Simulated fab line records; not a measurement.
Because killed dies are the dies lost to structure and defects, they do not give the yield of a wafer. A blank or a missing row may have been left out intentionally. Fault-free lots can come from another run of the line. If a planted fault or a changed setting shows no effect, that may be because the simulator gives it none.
fab line records | flow nand-harc
record lots=5 | wafers=15 | last-day=33
route steps=1302 shown P_ZERO_WELL@14
lots with no fault: from the same line, run without faults
start-h: start of the lot's first displayed wafer, in hours after the record's first day | wait-h: hours from the lot's prior step to this one | " identical to the entry in the row above | L1.1+2: a row that stands for several wafers | - value missing, or start not given | * or withheld: withheld | < > ~ a bound
route shown NAME@n: NAME is a module with steps in the file, n the number in the route of the first one | usual: mean and standard deviation over wafers with no fault | same: alike in all rows | chamber/n: place in a boat | sites: per-site readings | _std_site: their standard deviation | _edge_site: outer sites' mean less inner sites' | radius-mm: for every site, how far away it sits from the centre of the wafer | mask NAME#n: copy n | behind: the tool/chamber that last shaped the wafer | hold: cause of the lot's hold/its duration in hours/its outcome | device: which transistor (n, p or np) failed to switch | end of line: the same wafers' tests at the end of the route | where a step has no rows: the recipe by itself | killed: dies lost to structure and defects at the first sort, not the wafer's yield | map: a wafer's dies, marking killed ones x, the rest . and places with no die _
set.NAME: the setting the step ran with; set.NAME@STEP: the setting that earlier step ran with | model.NAME: the simulator's own value behind a step, which no gauge read
lots seen at some steps along the route; tables by step, rows by wafer
services: a tool's chamber out of use, with start hour (start-h, from the record's first day; less than 0 if before it), hours out, and reason
## steps
# step NHARC_P_ZERO_WELL_CD_MEAS_11
# recipe target-cd-nm=500 | landing-energy-ev=500
# usual cd-nm=500.0/2
lot.wafer | tool      | chamber | start-h | wait-h | cd-nm
L620.2    | cd-sem-01 | 0       | 21.42   | -      | 500.6
L620.5    | "         | 0       | "       | "      | 502.4
L620.6    | "         | 0       | "       | "      | 501.0
L628.2    | cd-sem-01 | 0       | 101.19  | -      | 501.2
L628.4    | "         | 0       | "       | "      | 501.2
L628.5    | "         | 0       | "       | "      | 500.1
L631.2    | cd-sem-02 | 0       | 131.24  | -      | 496.5
L631.3    | "         | 0       | "       | "      | 499.5
L631.5    | "         | 0       | "       | "      | 498.4
L636.2    | cd-sem-02 | 0       | 181.24  | -      | 503.1
L636.3    | "         | 0       | "       | "      | 497.7
L636.4    | "         | 0       | "       | "      | 501.5
L642.3    | cd-sem-01 | 0       | 241.25  | -      | 498.2
L642.5    | "         | 0       | "       | "      | 499.9
L642.6    | "         | 0       | "       | "      | 498.9
# step NHARC_P_ZERO_WELL_HARDBAKE_12
# recipe temp-c=118 | time-s=65
# step NHARC_P_ZERO_WELL_DESCUM_13
# recipe time-s=3 | o2-flow-sccm=200 | ar-flow-sccm=0 | bias-power-w=0 | chemistry=O2
# usual drypump-motor-current-A=5.6/0.41 | mfc-ar-sccm=0.011/0.013 | o2-flow-sccm=200.0/0.56 | oes-product-au=1.001/0.01 | rf-vpp-V=57.7/0.82 | showerhead-plenum-p-Torr=1.90/0.071 | throttle-valve-pct=11.313/0.0095
lot.wafer | tool        | chamber | start-h | wait-h | drypump-motor-current-A | mfc-ar-sccm | o2-flow-sccm | oes-product-au | rf-hours-counter-h | rf-vpp-V | showerhead-plenum-p-Torr | throttle-valve-pct
L620.2    | rie-diel-04 | 2       | 21.58   | -      | 6.1                     | 0.043       | 199.5        | 0.993          | 3                  | 57.3     | 1.88                     | 11.324
L620.5    | "           | 1       | "       | "      | 5.5                     | 0.025       | 199.5        | 1.012          | -                  | 58.1     | 1.91                     | 11.311
L620.6    | "           | 2       | "       | "      | 6.1                     | 0.043       | 199.9        | 0.984          | -                  | 58.6     | 1.88                     | 11.305
L628.4    | rie-diel-04 | 0       | 101.35  | -      | 5.1                     | 0           | 200.0        | 0.999          | 31                 | 57.0     | 2.07                     | 11.324
L628.2    | "           | 2       | "       | "      | 6.1                     | 0.043       | 200.4        | 1.014          | 26                 | 56.3     | 1.88                     | 11.313
L628.5    | "           | 1       | "       | "      | 5.5                     | 0.025       | 200.5        | 1.017          | -                  | 58.0     | 1.90                     | 11.312
L631.3    | rie-diel-08 | 0       | 131.41  | -      | 5.3                     | 0.021       | 199.7        | 1.009          | 30                 | 58.4     | 1.82                     | 11.331
L631.2    | "           | 1       | "       | "      | 5.8                     | 0.006       | 198.7        | 0.981          | 29                 | 57.2     | 1.95                     | 11.315
L631.5    | "           | 3       | "       | "      | 5.8                     | 0           | 200.9        | 0.991          | -                  | 57.4     | 1.90                     | 11.314
L636.4    | rie-diel-08 | 2       | 181.40  | -      | 5.9                     | 0.016       | 199.6        | 1.005          | 49                 | 56.9     | 1.89                     | 11.311
L636.2    | "           | 3       | "       | "      | 5.8                     | 0           | 199.5        | 0.984          | 45                 | 59.3     | 1.89                     | 11.294
L636.3    | "           | 0       | "       | "      | 5.2                     | 0.021       | 200.1        | 1.009          | 46                 | 57.0     | 1.81                     | 11.321
L642.3    | rie-diel-01 | 3       | 241.42  | -      | 5.9                     | 0           | 199.3        | 1.000          | 4                  | 57.7     | 1.86                     | 11.318
L642.6    | "           | 1       | "       | "      | 6.4                     | 0           | 199.9        | 0.999          | -                  | 57.3     | 1.85                     | 11.314
L642.5    | "           | 2       | "       | "      | 5.2                     | 0.021       | 200.2        | 0.987          | -                  | 56.4     | 1.80                     | 11.309
# step NHARC_P_ZERO_WELL_ETCH_65
# recipe target-depth-a=800 | overetch-a=240 | time-s=87.88 | ion-energy-ev=200 | n2-flow-sccm=150 | h2-flow-sccm=150 | ar-flow-sccm=0 | rf-w=400 | bias-w=150 | chemistry=N2/H2
# usual drypump-motor-current-A=5.6/0.4 | mfc-ar-sccm=0.011/0.013 | oes-product-au=1.000/0.012 | rf-vpp-V=430.2/2.4 | showerhead-plenum-p-Torr=2.03/0.08 | throttle-valve-pct=14.172/0.0093
lot.wafer | tool        | chamber | start-h | wait-h | drypump-motor-current-A | mfc-ar-sccm | oes-product-au | rf-hours-counter-h | rf-vpp-V | showerhead-plenum-p-Torr | throttle-valve-pct
L620.2    | rie-diel-04 | 1       | 21.67   | 0.1    | 5.5                     | 0.025       | 1.015          | 3                  | 429.0    | 2.04                     | 14.173
L620.5    | "           | 0       | "       | "      | 5.1                     | 0           | 0.993          | -                  | 436.2    | 2.22                     | 14.165
L620.6    | "           | 1       | "       | "      | 5.5                     | 0.025       | 1.022          | -                  | 430.8    | 2.04                     | 14.185
L628.4    | rie-diel-04 | 0       | 101.45  | 0.1    | 5.1                     | 0           | 0.995          | 31                 | 433.8    | 2.21                     | 14.168
L628.2    | "           | 1       | "       | "      | 5.5                     | 0.025       | 1.013          | 33                 | 431.5    | 2.03                     | 14.178
L628.5    | "           | 3       | "       | "      | 5.4                     | 0           | 0.992          | -                  | 432.7    | 2.12                     | 14.186
L631.2    | rie-diel-08 | 1       | 131.49  | 0.1    | 5.8                     | 0.006       | 0.987          | 29                 | 433.4    | 2.08                     | 14.178
L631.3    | "           | 2       | "       | "      | 5.9                     | 0.016       | 1.022          | 30                 | 430.0    | 2.02                     | 14.168
L631.5    | "           | 3       | "       | "      | 5.8                     | 0           | 0.998          | -                  | 430.0    | 2.02                     | 14.168
L636.2    | rie-diel-08 | 3       | 181.48  | 0.1    | 5.9                     | 0           | 0.983          | 45                 | 429.1    | 2.02                     | 14.173
L636.3    | "           | 0       | "       | "      | 5.2                     | 0.021       | 1.006          | 46                 | 427.0    | 1.93                     | 14.167
L636.4    | "           | 1       | "       | "      | 5.8                     | 0.006       | 0.976          | 50                 | 431.3    | 2.08                     | 14.185
L642.3    | rie-diel-01 | 0       | 241.49  | 0.1    | 4.9                     | 0           | 1.014          | 7                  | 429.0    | 1.95                     | 14.178
L642.6    | "           | 0       | "       | "      | 4.9                     | 0           | 1.016          | -                  | 428.1    | 1.95                     | 14.153
L642.5    | "           | 1       | "       | "      | 6.3                     | 0           | 1.003          | -                  | 429.1    | 1.97                     | 14.170
# step NHARC_P_ZERO_WELL_ETCH_62
# recipe target-depth-a=130 | time-s=6.5 | chf3-flow-sccm=50 | ar-flow-sccm=200 | rf-w=500 | bias-w=200 | chemistry=CHF3/Ar
# usual drypump-motor-current-A=5.6/0.4 | mfc-ar-sccm=199.9/0.59 | oes-product-au=0.962/0.016 | rf-vpp-V=370.5/1.9 | showerhead-plenum-p-Torr=2.33/0.081 | throttle-valve-pct=20.217/0.0095
lot.wafer | tool        | chamber | start-h | wait-h | drypump-motor-current-A | mfc-ar-sccm | oes-product-au | rf-hours-counter-h | rf-vpp-V | showerhead-plenum-p-Torr | throttle-valve-pct
L620.2    | rie-diel-04 | 3       | -       | -      | 5.5                     | 201.0       | 0.988          | 3                  | 372.0    | 2.43                     | 20.225
L620.6    | "           | 1       | "       | "      | 5.5                     | 200.7       | 0.990          | -                  | 370.3    | 2.34                     | 20.221
L620.5    | "           | 2       | "       | "      | 6.1                     | 199.2       | 0.961          | -                  | 369.7    | 2.31                     | 20.222
L628.2    | rie-diel-04 | 1       | -       | -      | 5.5                     | 199.8       | 0.972          | 34                 | 370.6    | 2.33                     | 20.227
L628.4    | "           | 3       | "       | "      | 5.4                     | 200.4       | 0.977          | 23                 | 371.2    | 2.43                     | 20.219
L628.5    | "           | 1       | "       | "      | 5.5                     | 199.1       | 0.958          | -                  | 370.4    | 2.33                     | 20.201
L631.2    | rie-diel-08 | 1       | -       | -      | 5.8                     | 199.8       | 0.962          | 29                 | 372.2    | 2.39                     | 20.211
L631.3    | "           | 3       | "       | "      | 5.8                     | 199.6       | 0.953          | 31                 | 370.3    | 2.33                     | 20.219
L631.5    | "           | 2       | "       | "      | 5.9                     | 199.3       | 0.969          | -                  | 369.2    | 2.33                     | 20.211
L636.4    | rie-diel-08 | 1       | -       | -      | 5.8                     | 200.3       | 0.948          | 50                 | 372.1    | 2.38                     | 20.197
L636.3    | "           | 2       | "       | "      | 5.9                     | 200.3       | 0.971          | 49                 | 369.5    | 2.32                     | 20.234
L636.2    | "           | 3       | "       | "      | 5.8                     | 199.3       | 0.965          | 45                 | 369.8    | 2.32                     | 20.200
L642.3    | rie-diel-01 | 2       | -       | -      | 5.2                     | 200.5       | 0.957          | 7                  | 366.9    | 2.21                     | 20.200
L642.5    | "           | 2       | "       | "      | 5.2                     | 199.9       | 0.956          | -                  | 368.2    | 2.21                     | 20.208
L642.6    | "           | 3       | "       | "      | 6.0                     | 200.4       | 0.958          | -                  | 369.5    | 2.28                     | 20.238
# step NHARC_P_ZERO_WELL_ETCH_63
# recipe target-depth-a=1200 | time-s=40.1 | hbr-flow-sccm=150 | cl2-flow-sccm=50 | rf-w=400 | icp-w=400 | bias-w=100 | chemistry=HBr/Cl2
# usual drypump-motor-current-A=5.7/0.51 | mfc-cl2-sccm=50.00/0.14 | oes-product-au=0.998/0.0081 | throttle-valve-pct=26.405/0.0099
lot.wafer | tool      | chamber | start-h | wait-h | drypump-motor-current-A | mfc-cl2-sccm | oes-product-au | rf-hours-counter-h | throttle-valve-pct
L620.2    | rie-si-02 | 3       | 21.83   | -      | 5.7                     | 50.08        | 0.993          | 0.5                | 26.399
L620.6    | "         | 3       | "       | "      | 5.7                     | 49.90        | 0.989          | -                  | 26.404
L620.5    | "         | 0       | "       | "      | 5.9                     | 50.00        | 0.990          | -                  | 26.402
L628.4    | rie-si-03 | 0       | 101.73  | -      | 5.8                     | 49.94        | 1.010          | 0.3                | 26.409
L628.2    | "         | 2       | "       | "      | 5.8                     | 50.12        | 0.992          | 0.3                | 26.404
L628.5    | "         | 1       | "       | "      | 6.6                     | 50.18        | 0.997          | -                  | 26.397
L631.2    | rie-si-06 | 0       | 131.65  | -      | 5.1                     | 50.10        | 1.001          | 0.3                | 26.412
L631.3    | "         | 2       | "       | "      | 5.5                     | 49.79        | 0.991          | 0.3                | 26.400
L631.5    | "         | 1       | "       | "      | 6.2                     | 49.90        | 1.004          | -                  | 26.392
L636.4    | rie-si-03 | 0       | 181.65  | -      | 5.8                     | 50.24        | 1.003          | 0.7                | 26.396
L636.2    | "         | 1       | "       | "      | 6.6                     | 50.14        | 1.000          | 0.9                | 26.407
L636.3    | "         | 2       | "       | "      | 5.8                     | 50.02        | 0.998          | 0.8                | 26.410
L642.3    | rie-si-06 | 1       | 241.70  | -      | 6.1                     | 49.80        | 0.994          | 1.1                | 26.403
L642.5    | "         | 2       | "       | "      | 5.5                     | 50.27        | 1.000          | -                  | 26.398
L642.6    | "         | 3       | "       | "      | 5.7                     | 50.08        | 0.995          | -                  | 26.406
# step NHARC_P_ZERO_WELL_STRIP_15
# recipe time-s=900 | temp-c=130 | chemistry=SPM
# step NHARC_P_ZERO_WELL_DEHYDRATE_16
# recipe temp-c=150 | time-s=120
# step NHARC_P_ZERO_WELL_HMDS_17
# recipe time-s=30
# step NHARC_P_ZERO_WELL_COAT_18
# recipe spin-rpm=withheld
# step NHARC_P_ZERO_WELL_SOFTBAKE_19
# recipe temp-c=122 | time-s=95
# step NHARC_P_ZERO_WELL_EBR_20
# step NHARC_P_ZERO_WELL_EXPOSE_21
# recipe na=0.6 | target-cd-nm=720 | dose-mj=22.31 | mask-id=P_NWELL
lot.wafer  | tool           | chamber | start-h | wait-h | mask
L620.2+5+6 | krf-scanner-02 | 0       | 22.61   | -      | P_NWELL#0
L628.2+4+5 | krf-scanner-03 | 0       | 102.51  | -      | P_NWELL#0
L631.2+3+5 | krf-scanner-03 | 0       | 132.43  | -      | P_NWELL_R1#0
L636.2+3+4 | krf-scanner-02 | 0       | 182.43  | -      | P_NWELL#0
L642.3+5+6 | krf-scanner-02 | 0       | 242.32  | -      | P_NWELL#0
# step NHARC_P_ZERO_WELL_PEB_22
# recipe peb-temp-c=118 | peb-time-s=85
# step NHARC_P_ZERO_WELL_DEVELOP_23
# recipe time-s=70
# step NHARC_P_ZERO_WELL_CD_MEAS_24
# recipe target-cd-nm=720 | landing-energy-ev=500
# usual cd-nm=719.9/1.5
lot.wafer | tool      | chamber | start-h | wait-h | cd-nm
L620.2    | cd-sem-01 | 0       | 22.76   | -      | 721.2
L620.5    | "         | 0       | "       | "      | 720.4
L620.6    | "         | 0       | "       | "      | 719.2
L628.2    | cd-sem-03 | 0       | 102.66  | -      | 720.0
L628.4    | "         | 0       | "       | "      | 720.7
L628.5    | "         | 0       | "       | "      | 720.0
L631.2    | cd-sem-03 | 0       | 132.58  | -      | 677.7
L631.3    | "         | 0       | "       | "      | 675.7
L631.5    | "         | 0       | "       | "      | 676.0
L636.2    | cd-sem-03 | 0       | 182.58  | -      | 719.0
L636.3    | "         | 0       | "       | "      | 720.7
L636.4    | "         | 0       | "       | "      | 719.0
L642.3    | cd-sem-01 | 0       | 242.47  | -      | 721.0
L642.5    | "         | 0       | "       | "      | 720.2
L642.6    | "         | 0       | "       | "      | 722.9
# step NHARC_P_ZERO_WELL_HARDBAKE_25
# recipe temp-c=125 | time-s=80
# step NHARC_P_ZERO_WELL_DESCUM_26
# recipe time-s=3 | o2-flow-sccm=200 | ar-flow-sccm=0 | bias-power-w=0 | chemistry=O2
# usual drypump-motor-current-A=5.7/0.41 | mfc-ar-sccm=0.010/0.012 | o2-flow-sccm=200.0/0.58 | oes-product-au=1.000/0.011 | rf-vpp-V=57.8/0.87 | showerhead-plenum-p-Torr=1.90/0.066 | throttle-valve-pct=11.310/0.0095
lot.wafer | tool        | chamber | start-h | wait-h | drypump-motor-current-A | mfc-ar-sccm | o2-flow-sccm | oes-product-au | rf-hours-counter-h | rf-vpp-V | showerhead-plenum-p-Torr | throttle-valve-pct | model.P_ZERO_WELL.cd-nm
L620.2    | rie-diel-08 | 3       | 22.94   | -      | 5.8                     | 0           | 199.3        | 0.970          | 0                  | 58.5     | 1.91                     | 11.317             | 721
L620.6    | "           | 1       | "       | "      | 5.8                     | 0.006       | 199.9        | 0.966          | -                  | 58.9     | 1.96                     | 11.306             | 719.3
L620.5    | "           | 2       | "       | "      | 5.9                     | 0.016       | 200.2        | 0.997          | -                  | 57.2     | 1.91                     | 11.300             | 720.5
L628.4    | rie-diel-08 | 2       | 102.96  | -      | 5.9                     | 0.016       | 199.1        | 1.023          | 24                 | 58.9     | 1.90                     | 11.310             | 720.8
L628.2    | "           | 3       | "       | "      | 5.9                     | 0           | 200.1        | 0.991          | 26                 | 57.5     | 1.90                     | 11.306             | 720.9
L628.5    | "           | 2       | "       | "      | 5.9                     | 0.016       | 199.8        | 1.019          | -                  | 58.1     | 1.90                     | 11.311             | 720.1
L631.3    | rie-diel-08 | 3       | 132.76  | -      | 5.9                     | 0           | 199.7        | 0.993          | 31                 | 57.2     | 1.90                     | 11.278             | 675.6
L631.2    | "           | 0       | "       | "      | 5.3                     | 0.021       | 200.5        | 1.006          | 30                 | 56.3     | 1.82                     | 11.306             | 677.5
L631.5    | "           | 2       | "       | "      | 5.9                     | 0.016       | 200.0        | 1.016          | -                  | 58.3     | 1.90                     | 11.321             | 675.5
L636.2    | rie-diel-08 | 1       | 182.74  | -      | 5.8                     | 0.006       | 199.8        | 0.990          | 50                 | 58.5     | 1.95                     | 11.314             | 719.2
L636.4    | "           | 3       | "       | "      | 5.8                     | 0           | 200.1        | 0.994          | 45                 | 57.4     | 1.89                     | 11.312             | 719.5
L636.3    | "           | 0       | "       | "      | 5.2                     | 0.021       | 200.6        | 1.001          | 46                 | 57.8     | 1.81                     | 11.318             | 721
L642.3    | rie-diel-08 | 3       | 242.64  | -      | 5.9                     | 0           | 200.6        | 0.995          | 13                 | 58.4     | 1.89                     | 11.293             | 721.1
L642.5    | "           | 1       | "       | "      | 5.9                     | 0.006       | 200.3        | 1.000          | -                  | 57.8     | 1.94                     | 11.320             | 720.5
L642.6    | "           | 2       | "       | "      | 5.9                     | 0.016       | 201.0        | 1.011          | -                  | 57.8     | 1.89                     | 11.304             | 722.5
# step NHARC_P_ZERO_WELL_IMPLANT_27
# recipe energy-kev=600 | dose-cm2=1e+13 | tilt-deg=7
## services
tool           | chamber | start-h | hours | kind
rie-diel-04    | -       | 0.90    | 9.0   | pm
rie-si-06      | 1       | 1.32    | 3.6   | repair
rie-diel-01    | 0       | 10.01   | 5.6   | repair
rie-diel-08    | -       | 13.85   | 9.0   | pm
rie-si-06      | 2       | 19.82   | 1.3   | repair
rie-diel-01    | -       | 26.83   | 9.0   | pm
rie-diel-04    | 0       | 54.98   | 2.1   | repair
rie-diel-08    | -       | 63.82   | 2.6   | repair
rie-diel-04    | 2       | 65.92   | 11.5  | repair
krf-scanner-02 | -       | 66.88   | 0.3   | repair
rie-diel-04    | 3       | 81.27   | 16.3  | repair
krf-scanner-02 | -       | 100.12  | 4.0   | pm
rie-diel-01    | 0       | 114.58  | 9.0   | repair
rie-diel-04    | 2       | 117.62  | 6.3   | repair
rie-diel-01    | 1       | 131.48  | 9.0   | repair
rie-diel-01    | 0       | 148.55  | 23.3  | repair
krf-scanner-02 | -       | 156.91  | 6.9   | repair
rie-diel-04    | 1       | 169.83  | 4.1   | repair
rie-diel-04    | -       | 177.92  | 9.0   | pm
rie-diel-08    | -       | 190.85  | 9.0   | pm
rie-diel-01    | 2       | 197.68  | 5.6   | repair
rie-diel-01    | -       | 203.83  | 9.0   | pm
rie-diel-01    | 3       | 223.79  | 11.7  | repair
rie-diel-08    | -       | 226.94  | 1.6   | repair
## key
first-sign step=NHARC_P_ZERO_WELL_EXPOSE_21 | reading=mask | direction=changed
effect step=NHARC_P_ZERO_WELL_CD_MEAS_24 | reading=cd-nm | direction=down | sigmas=28 | usual=719.9 | struck=676.5
model-effect step=NHARC_P_ZERO_WELL_DESCUM_26 | value=P_ZERO_WELL.cd-nm | without=718 | struck=676.2
met-at NHARC_P_ZERO_WELL_EXPOSE_21
struck-wafers L631.2,L631.3,L631.5
tester-left-out L631
onset-between 102.51 132.43
fault kind=wrong-mask | tool=any | chamber=- | onset-h=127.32 | steps=NHARC_P_ZERO_WELL_EXPOSE_21 | aux-copy=P_NWELL_R1#0 | cd-offset-nm=-41.819 | scope=struck-lots-only
# tester-left-out: of these lots the tester's yield and bins aren't shown, on N5 and GAA mostly nor the transistor test; their killed dies are dies lost to structure and defects alone, not to doping, threshold or leakage, so they don't give the yield
